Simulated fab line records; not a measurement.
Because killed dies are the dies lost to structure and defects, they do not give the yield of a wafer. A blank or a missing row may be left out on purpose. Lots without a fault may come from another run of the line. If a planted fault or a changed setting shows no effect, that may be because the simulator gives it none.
Lot-split experiment ; flow n5Finfet ; 21 wafers read from 7 lots, route of 1938 steps

SPLIT DETAILS
At N5_BEOL_M5_COAT_05 (resist thk 30 nm), the setting spinRpm was moved away from the recipe's 1500 rpm on 7 of the 21 wafers read, by -7.3% to +3.9%. All remaining wafers had this setting at the recipe value.

FROM THE SPLIT TO THE READING: what the file shows between them, 2 steps
- N5_BEOL_M5_EBR_07
- N5_BEOL_M5_SOFTBAKE_06: time 60 s

THE READING
CAR-EUV_of_BEOL_M5_COAT_05.thkNm (the simulator's own value, which no gauge read), in nm, at N5_BEOL_M5_DESCUM_16 (chemistry O2, time 7 s). The file gives no usual value for it. Across the 14 wafers here that went through the recipe, the average is 26.1 nm and the standard deviation 0.099 nm.

wafer;tool, chamber at the split;spinRpm as run, rpm;against the recipe;CAR-EUV_of_BEOL_M5_COAT_05.thkNm, nm;against lot-mates on the recipe
L079.1;lithoTrack-04, 0;1558;+3.9%;25.4;no lot-mate on the recipe
L079.2;lithoTrack-04, 0;1558;+3.9%;25.4;no lot-mate on the recipe
L079.5;lithoTrack-04, 0;1558;+3.9%;25.4;no lot-mate on the recipe
L081.1;lithoTrack-05, 0;1500;recipe;26.2;-
L081.5;lithoTrack-05, 0;1500;recipe;26.2;-
L081.4;lithoTrack-05, 0;1500;recipe;26;-
L082.2;lithoTrack-04, 0;1500;recipe;26.2;-
L082.4;lithoTrack-04, 0;1500;recipe;26;-
L082.5;lithoTrack-04, 0;1500;recipe;26;-
L086.1;lithoTrack-05, 0;1390;-7.3%;27.4;+1.4
L086.5;lithoTrack-05, 0;1500;recipe;26;-
L086.6;lithoTrack-05, 0;1390;-7.3%;27.2;+1.2
L087.1;lithoTrack-03, 0;1406;-6.3%;27;+1.0
L087.2;lithoTrack-03, 0;1406;-6.3%;27.2;+1.2
L087.5;lithoTrack-03, 0;1500;recipe;26;-
L090.1;lithoTrack-05, 0;1500;recipe;26;-
L090.5;lithoTrack-05, 0;1500;recipe;26;-
L090.6;lithoTrack-05, 0;1500;recipe;26;-
L096.2;lithoTrack-05, 0;1500;recipe;26.2;-
L096.5;lithoTrack-05, 0;1500;recipe;26.2;-
L096.6;lithoTrack-05, 0;1500;recipe;26.2;-

FIT RESULTS
A straight line over all 21 wafers: CAR-EUV_of_BEOL_M5_COAT_05.thkNm changes by -0.167 nm for each +1% of spinRpm; r = -0.99; the points scatter about the line by 0.098 nm.
The same after taking each lot's own level away (the mean of its wafers on the recipe; 18 wafers): -0.177 nm for each +1%; r = -0.99; scatter 0.076 nm.
The reading moves by 1.3 nm for the largest change in spinRpm, on that fit.
Measured against the standard deviation above, the lots' own levels, which go from 26.00 to 26.20 nm, span 2.0 times it.
The two slopes are in agreement: the lot-to-lot level therefore moves the slope only a little.
Check: with one of the wafers moved furthest among these (-7.3%) left out of the fit, the line predicts +1.25 nm for it against its lot-mates. Against them it came out at +1.4 nm.

THE WHOLE CHAIN: every reading that the file lists as answering this split, in the file's order
step;what it does;reading;change (the file's fit);r (the file's)
N5_BEOL_M5_COAT_05;resist thk 30 nm;CAR-EUV_of_BEOL_M5_COAT_05.thkNm (the simulator's own value, which no gauge read);-0.162 nm for each +1% of the setting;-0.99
N5_BEOL_M5_DESCUM_16;chemistry O2, time 7 s;CAR-EUV_of_BEOL_M5_COAT_05.thkNm (the simulator's own value, which no gauge read);-0.177 nm for each +1% of the setting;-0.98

FILE'S OWN FIT
CAR-EUV_of_BEOL_M5_COAT_05.thkNm changes by -0.177 nm for each +1% of spinRpm, r = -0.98.
